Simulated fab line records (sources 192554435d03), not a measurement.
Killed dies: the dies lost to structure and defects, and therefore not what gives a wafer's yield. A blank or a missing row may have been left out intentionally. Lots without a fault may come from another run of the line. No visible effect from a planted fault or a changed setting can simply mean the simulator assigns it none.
Which of the tools did it?	flow n5-finfet	Sampling: 24 lots, 72 wafers, 6 of 1938 route steps

WHAT THE GAUGES READ, wafer by wafer
No reading from a measuring or inspecting step in the record can be judged against a usual standard deviation.

TOOL THAT RAN EACH LOT (tool first, then ch and the chambers of the sampled wafers, then the start)
lot	N5_BEOL_M14_DESCUM_33	N5_BEOL_M14_DEGAS_41	N5_BEOL_M15_DESCUM_15	N5_BEOL_M15_STRIP_63	N5_BEOL_M15_SPUTTER_44	N5_MIM_BOT_SPUTTER_00
L074	rie-diel-02 ch 2,3, day 12 16:09	pvd-sputter-03, day 12 17:04	rie-diel-01 ch 1,2,3, day 12 19:20	rie-diel-01 ch 1,2,3, day 13 00:49 or earlier	pvd-sputter-02, day 13 00:49	pvd-sputter-03, day 13 03:58
L075	rie-diel-02 ch 2,3, day 13 01:59	pvd-sputter-01, day 13 04:31	rie-diel-03 ch 0,1,2, day 13 06:58	rie-diel-03 ch 0,1,2, day 13 09:21 or earlier	pvd-sputter-03, day 13 09:21	pvd-sputter-03, day 13 12:29
L076	rie-diel-05 ch 0,1,3, day 13 03:02	pvd-sputter-03, day 13 06:01	rie-diel-04 ch 0,2, day 13 08:07	rie-diel-04 ch 0,2, day 13 12:44 or earlier	pvd-sputter-03, day 13 12:44	pvd-sputter-02, day 13 16:06
L077	rie-diel-06 ch 0,3, day 13 06:19	pvd-sputter-03, day 13 09:50	rie-diel-03 ch 0,3, day 13 13:53	rie-diel-03 ch 0,3, day 13 17:01 or earlier	pvd-sputter-02, day 13 17:01	pvd-sputter-01, day 13 20:37
L078	rie-diel-06 ch 1,2,3, day 13 19:20	pvd-sputter-01, day 13 21:42	rie-diel-04 ch 1,3, day 13 23:47	rie-diel-04 ch 1,3, day 14 04:36 or earlier	pvd-sputter-01, day 14 04:36	pvd-sputter-03, day 14 07:32
L080	rie-diel-05 ch 0,3, day 13 21:00	pvd-sputter-01, day 13 22:17	rie-diel-01 ch 0,1, day 14 00:46	rie-diel-01 ch 0,1, day 14 05:43 or earlier	pvd-sputter-02, day 14 05:43	pvd-sputter-03, day 14 08:22
L079	rie-diel-02 ch 1,2, day 14 00:59	pvd-sputter-01, day 14 04:07	rie-diel-01 ch 0,1, day 14 06:06	rie-diel-01 ch 0,1, day 14 08:49 or earlier	pvd-sputter-03, day 14 08:49	pvd-sputter-01, day 14 12:42
L081	rie-diel-06 ch 0,1,2, day 14 04:47	pvd-sputter-03, day 14 07:08	rie-diel-04 ch 2,3, day 14 09:06	rie-diel-04 ch 2,3, day 14 13:12 or earlier	pvd-sputter-01, day 14 13:12	pvd-sputter-02, day 14 18:21
L082	rie-diel-05 ch 0,2,3, day 14 13:56	pvd-sputter-01, day 14 17:44	rie-diel-04 ch 1,2, day 14 19:42	rie-diel-04 ch 1,2, day 14 23:27 or earlier	pvd-sputter-02, day 14 23:27	pvd-sputter-03, day 15 02:43
L083	rie-diel-05 ch 0,2,3, day 14 17:10	pvd-sputter-02, day 14 18:32	rie-diel-03 ch 1,2,3, day 14 20:38	rie-diel-03 ch 1,2,3, day 14 23:55 or earlier	pvd-sputter-03, day 14 23:55	pvd-sputter-02, day 15 02:46
L084	rie-diel-02 ch 1,2, day 14 21:47	pvd-sputter-03, day 14 23:10	rie-diel-04 ch 1,3, day 15 01:08	rie-diel-04 ch 1,3, day 15 03:36 or earlier	pvd-sputter-03, day 15 03:36	pvd-sputter-03, day 15 06:25
L087	rie-diel-02 ch 0,1, day 15 06:01	pvd-sputter-02, day 15 07:39	rie-diel-01 ch 2,3, day 15 10:12	rie-diel-01 ch 2,3, day 15 13:22 or earlier	pvd-sputter-03, day 15 13:22	pvd-sputter-01, day 15 17:13
L085	rie-diel-05 ch 2,3, day 15 13:44	pvd-sputter-02, day 15 19:56	rie-diel-01 ch 0,2, day 15 22:25	rie-diel-01 ch 0,2, day 16 01:15 or earlier	pvd-sputter-01, day 16 01:15	pvd-sputter-02, day 16 05:24
L086	rie-diel-05 ch 0,2, day 15 21:10	pvd-sputter-01, day 16 00:35	rie-diel-01 ch 0,1,2, day 16 02:41	rie-diel-01 ch 0,1,2, day 16 06:00 or earlier	pvd-sputter-02, day 16 06:00	pvd-sputter-01, day 16 08:41
L089	rie-diel-05 ch 0,1,3, day 16 03:38	pvd-sputter-02, day 16 07:59	rie-diel-01 ch 2,3, day 16 11:49	rie-diel-01 ch 2,3, day 16 14:38 or earlier	pvd-sputter-01, day 16 14:38	pvd-sputter-03, day 16 18:57
L091	rie-diel-06 ch 1,2,3, day 16 08:30	pvd-sputter-02, day 16 13:46	rie-diel-04 ch 1,2,3, day 16 16:01	rie-diel-04 ch 1,2,3, day 16 19:13 or earlier	pvd-sputter-02, day 16 19:13	pvd-sputter-03, day 16 22:26
L088	rie-diel-05 ch 1,2, day 16 09:17	pvd-sputter-03, day 16 14:11	rie-diel-01 ch 1,3, day 16 16:38	rie-diel-01 ch 1,3, day 16 19:41 or earlier	pvd-sputter-02, day 16 19:41	pvd-sputter-03, day 16 23:04
L092	rie-diel-06 ch 0,1,2, day 16 16:56	pvd-sputter-01, day 16 19:10	rie-diel-03 ch 0,2, day 16 21:09	rie-diel-03 ch 0,2, day 17 03:22 or earlier	pvd-sputter-01, day 17 03:22	pvd-sputter-03, day 17 07:04
L090	rie-diel-06 ch 0,1,3, day 16 23:20	pvd-sputter-01, day 17 02:43	rie-diel-04 ch 0,2,3, day 17 05:12	rie-diel-04 ch 0,2,3, day 17 11:32 or earlier	pvd-sputter-02, day 17 11:32	pvd-sputter-03, day 17 15:24
L093	rie-diel-02 ch 0,1, day 17 17:05	pvd-sputter-01, day 17 19:55	rie-diel-03 ch 1,2,3, day 17 23:00	rie-diel-03 ch 1,2,3, day 18 03:29 or earlier	pvd-sputter-01, day 18 03:29	pvd-sputter-01, day 18 06:49
L095	rie-diel-06 ch 0,1, day 17 21:54	pvd-sputter-01, day 17 23:56	rie-diel-03 ch 0,2, day 18 02:44	rie-diel-03 ch 0,2, day 18 08:06 or earlier	pvd-sputter-03, day 18 08:06	pvd-sputter-02, day 18 11:09
L094	rie-diel-06 ch 0,2,3, day 18 05:54	pvd-sputter-03, day 18 07:19	rie-diel-04 ch 1,3, day 18 09:52	rie-diel-04 ch 1,3, day 18 16:01 or earlier	pvd-sputter-01, day 18 16:01	pvd-sputter-02, day 18 19:21
L097	rie-diel-06 ch 0,1,2, day 18 17:53	pvd-sputter-02, day 18 19:26	rie-diel-03 ch 1,2,3, day 18 21:38	rie-diel-03 ch 1,2,3, day 19 01:20 or earlier	pvd-sputter-03, day 19 01:20	pvd-sputter-01, day 19 04:08
L096	rie-diel-06 ch 1,2,3, day 18 19:40	pvd-sputter-03, day 18 22:45	rie-diel-01 ch 0,2,3, day 19 01:46	rie-diel-01 ch 0,2,3, day 19 09:40 or earlier	pvd-sputter-01, day 19 09:40	pvd-sputter-02, day 19 12:50
- N5_BEOL_M14_DESCUM_33: chemistry O2, time 7.9 s.
- N5_BEOL_M14_DEGAS_41: time 60 s.
- N5_BEOL_M15_DESCUM_15: chemistry O2, time 7.9 s.
- N5_BEOL_M15_STRIP_63: strips in O2.
- N5_BEOL_M15_SPUTTER_44: material Ta, target thk 15 nm, time 24.19 s.
- N5_MIM_BOT_SPUTTER_00: material TiN, target thk 35 nm, time 89.7 s.

AS READ BY THE TOOLS THEMSELVES (means over the sampled wafers that have a number; for cases with no such wafer, the mark the record gives instead)
N5_BEOL_M14_DESCUM_33. Usual: drypump-motor-current-A 5.7 A, standard deviation 0.4; oes-product-au 0.81 a.u., standard deviation 0.096; rf-vpp-V 243.2 V, standard deviation 1; showerhead-plenum-p-Torr 2.09 Torr, standard deviation 0.039; throttle-valve-pct 20.41 %, standard deviation 0.23.
lot	tool	drypump-motor-current-A (A)	oes-product-au (a.u.)	rf-vpp-V (V)	showerhead-plenum-p-Torr (Torr)	throttle-valve-pct (%)	flag
L074	rie-diel-02	6.0	0.83	244.4	2.15	20.39	
L075	rie-diel-02	6.0	0.82	244.4	2.15	20.40	
L076	rie-diel-05	5.6	0.74	242.0	2.09	20.61	
L077	rie-diel-06	5.8	0.80	242.7	2.10	20.51	
L078	rie-diel-06	6.0	0.73	243.4	2.08	20.40	
L080	rie-diel-05	5.9	0.74	242.7	2.10	20.66	
L079	rie-diel-02	5.5	0.85	243.2	2.09	20.36	
L081	rie-diel-06	6.0	0.77	242.9	2.08	20.34	
L082	rie-diel-05	5.7	0.81	242.3	2.08	20.43	
L083	rie-diel-05	5.7	0.80	243.1	2.08	20.43	
L084	rie-diel-02	5.5	0.84	243.1	2.09	20.37	
L087	rie-diel-02	5.1	0.89	243.7	2.11	20.36	
L085	rie-diel-05	5.4	0.84	242.4	2.09	20.25	
L086	rie-diel-05	6.0	0.75	242.3	2.07	20.65	
L089	rie-diel-05	5.6	0.71	242.7	2.08	20.65	
L091	rie-diel-06	5.9	0.83	242.7	2.07	20.32	
L088	rie-diel-05	5.4	0.76	241.9	2.05	20.54	
L092	rie-diel-06	6.0	0.87	242.6	2.08	20.25	
L090	rie-diel-06	5.8	0.75	242.9	2.09	20.43	
L093	rie-diel-02	5.1	0.86	243.1	2.10	20.39	
L095	rie-diel-06	5.8	0.79	243.3	2.09	20.38	
L094	rie-diel-06	6.0	0.91	242.8	2.07	20.37	
L097	rie-diel-06	5.9	0.83	244.4	2.07	20.28	
L096	rie-diel-06	5.9	0.88	242.5	2.06	20.24	

N5_BEOL_M14_DEGAS_41. Usual: heater-power-w reads 482 W (standard deviation 52).
lot	tool	heater-power-w (W)	flag
L074	pvd-sputter-03	457	
L075	pvd-sputter-01	494	
L076	pvd-sputter-03	459	
L077	pvd-sputter-03	440	
L078	pvd-sputter-01	503	
L080	pvd-sputter-01	524	
L079	pvd-sputter-01	502	
L081	pvd-sputter-03	434	
L082	pvd-sputter-01	518	
L083	pvd-sputter-02	428	
L084	pvd-sputter-03	465	
L087	pvd-sputter-02	430	
L085	pvd-sputter-02	435	
L086	pvd-sputter-01	528	
L089	pvd-sputter-02	526	
L091	pvd-sputter-02	462	
L088	pvd-sputter-03	466	
L092	pvd-sputter-01	521	
L090	pvd-sputter-01	524	
L093	pvd-sputter-01	498	
L095	pvd-sputter-01	522	
L094	pvd-sputter-03	462	
L097	pvd-sputter-02	494	
L096	pvd-sputter-03	455	

N5_BEOL_M15_DESCUM_15. Usual: drypump-motor-current-A 5.8 A, standard deviation 0.52; oes-product-au 0.76 a.u., standard deviation 0.081; rf-vpp-V 242.9 V, standard deviation 1.3; showerhead-plenum-p-Torr 2.08 Torr, standard deviation 0.071; throttle-valve-pct 20.53 %, standard deviation 0.29.
lot	tool	drypump-motor-current-A (A)	oes-product-au (a.u.)	rf-vpp-V (V)	showerhead-plenum-p-Torr (Torr)	throttle-valve-pct (%)	flag
L074	rie-diel-01	6.0	0.72	243.9	2.09	20.49	
L075	rie-diel-03	5.3	0.71	243.6	2.15	20.85	
L076	rie-diel-04	5.5	0.82	243.4	2.08	20.28	
L077	rie-diel-03	5.5	0.74	243.0	2.07	20.74	
L078	rie-diel-04	6.0	0.73	242.1	2.04	20.62	
L080	rie-diel-01	6.2	0.75	240.8	2.00	20.40	
L079	rie-diel-01	6.2	0.75	241.6	2.00	20.42	
L081	rie-diel-04	5.7	0.77	242.7	2.05	20.45	
L082	rie-diel-04	5.8	0.79	242.0	2.01	20.61	
L083	rie-diel-03	5.7	0.74	242.7	2.12	20.73	
L084	rie-diel-04	6.1	0.73	243.0	2.01	20.71	
L087	rie-diel-01	6.0	0.72	244.9	2.16	20.41	
L085	rie-diel-01	5.8	0.76	243.7	2.11	20.39	
L086	rie-diel-01	6.0	0.74	242.4	2.05	20.41	
L089	rie-diel-01	5.9	0.71	244.1	2.14	20.50	
L091	rie-diel-04	5.7	0.76	242.4	2.03	20.56	
L088	rie-diel-01	6.2	0.67	242.1	2.03	20.55	
L092	rie-diel-03	4.8	0.71	242.9	2.14	20.95	
L090	rie-diel-04	5.7	0.83	242.3	2.08	20.23	
L093	rie-diel-03	5.7	0.83	243.6	2.11	20.64	
L095	rie-diel-03	4.8	0.70	242.8	2.13	20.97	
L094	rie-diel-04	6.0	0.70	242.0	2.02	20.67	
L097	rie-diel-03	5.7	0.81	243.1	2.11	20.63	
L096	rie-diel-01	6.0	0.73	243.7	2.10	20.35	

N5_BEOL_M15_STRIP_63. Usual: drypump-motor-current-A 5.8 A, standard deviation 0.52; oes-product-au 0.76 a.u., standard deviation 0.081; rf-vpp-V 3.7 V, standard deviation 0.72; showerhead-plenum-p-Torr 2.08 Torr, standard deviation 0.071; throttle-valve-pct 16.78 %, standard deviation 0.28.
lot	tool	drypump-motor-current-A (A)	oes-product-au (a.u.)	rf-vpp-V (V)	showerhead-plenum-p-Torr (Torr)	throttle-valve-pct (%)	flag
L074	rie-diel-01	6.1	0.72	4.2	2.10	16.74	
L075	rie-diel-03	5.3	0.71	4.6	2.15	17.07	
L076	rie-diel-04	5.5	0.81	3.6	2.08	16.53	
L077	rie-diel-03	5.5	0.73	3.9	2.07	16.93	
L078	rie-diel-04	6.0	0.73	3.6	2.04	16.89	
L080	rie-diel-01	6.2	0.74	3.4	2.00	16.68	
L079	rie-diel-01	6.2	0.75	3.2	2.00	16.69	
L081	rie-diel-04	5.7	0.77	3.7	2.06	16.71	
L082	rie-diel-04	5.8	0.78	3.6	2.02	16.84	
L083	rie-diel-03	5.7	0.74	3.9	2.13	16.96	
L084	rie-diel-04	6.1	0.73	3.9	2.02	16.97	
L087	rie-diel-01	6.0	0.71	4.1	2.16	16.67	
L085	rie-diel-01	5.9	0.76	3.5	2.11	16.67	
L086	rie-diel-01	6.0	0.75	3.6	2.05	16.69	
L089	rie-diel-01	5.9	0.71	3.3	2.15	16.78	
L091	rie-diel-04	5.7	0.76	3.4	2.03	16.80	
L088	rie-diel-01	6.2	0.68	4.2	2.03	16.82	
L092	rie-diel-03	4.8	0.71	4.0	2.14	17.17	
L090	rie-diel-04	5.7	0.83	4.3	2.08	16.49	
L093	rie-diel-03	5.7	0.82	4.1	2.12	16.84	
L095	rie-diel-03	4.8	0.71	3.8	2.14	17.18	
L094	rie-diel-04	6.0	0.71	4.1	2.03	16.94	
L097	rie-diel-03	5.7	0.81	4.0	2.12	16.84	
L096	rie-diel-01	6.0	0.73	4.1	2.11	16.64	

N5_BEOL_M15_SPUTTER_44. Usual: throttle-valve-pct reads 30.1 % (standard deviation 0.97).
lot	tool	throttle-valve-pct (%)	flag
L074	pvd-sputter-02	30.9	
L075	pvd-sputter-03	29.8	
L076	pvd-sputter-03	30.4	
L077	pvd-sputter-02	30.0	
L078	pvd-sputter-01	30.6	
L080	pvd-sputter-02	30.7	
L079	pvd-sputter-03	30.4	
L081	pvd-sputter-01	30.3	
L082	pvd-sputter-02	30.0	
L083	pvd-sputter-03	29.8	
L084	pvd-sputter-03	30.6	
L087	pvd-sputter-03	29.9	
L085	pvd-sputter-01	29.9	
L086	pvd-sputter-02	30.8	
L089	pvd-sputter-01	29.5	
L091	pvd-sputter-02	29.7	
L088	pvd-sputter-02	30.6	
L092	pvd-sputter-01	28.9	
L090	pvd-sputter-02	30.2	
L093	pvd-sputter-01	29.7	
L095	pvd-sputter-03	30.6	
L094	pvd-sputter-01	31.0	
L097	pvd-sputter-03	28.9	
L096	pvd-sputter-01	29.4	

N5_MIM_BOT_SPUTTER_00. Usual: throttle-valve-pct reads 30.1 % (standard deviation 0.92).
lot	tool	throttle-valve-pct (%)	flag
L074	pvd-sputter-03	30.3	
L075	pvd-sputter-03	29.5	
L076	pvd-sputter-02	30.4	
L077	pvd-sputter-01	30.2	
L078	pvd-sputter-03	29.4	
L080	pvd-sputter-03	29.5	
L079	pvd-sputter-01	29.2	
L081	pvd-sputter-02	29.9	
L082	pvd-sputter-03	30.3	
L083	pvd-sputter-02	30.4	
L084	pvd-sputter-03	28.9	
L087	pvd-sputter-01	31.4	
L085	pvd-sputter-02	30.6	
L086	pvd-sputter-01	29.5	
L089	pvd-sputter-03	30.4	
L091	pvd-sputter-03	30.4	
L088	pvd-sputter-03	30.3	
L092	pvd-sputter-03	30.3	
L090	pvd-sputter-03	29.7	
L093	pvd-sputter-01	29.1	
L095	pvd-sputter-02	30.5	
L094	pvd-sputter-02	30.2	
L097	pvd-sputter-01	31.0	
L096	pvd-sputter-02	30.1	

THE ANSWER, worked out from the rows above alone
Rule: take the mean of a lot's wafers that have a number; if it is more than 3 standard deviations from the usual mean, the lot is off. Also off: a lot with no number at a reading for which 4 or more lots have one. All remaining lots with rows at the step are treated as sound. First the gauges in route order, then the tools' own readings, where a lot's mean is used as printed above. The first step at which some lot is off is used, and at that step the reading that is off furthest; a lot without a number counts as furthest.
None of the lots is off at any reading shown; this tells nothing.

WHAT HAD BEEN PUT IN BY THE SIMULATOR
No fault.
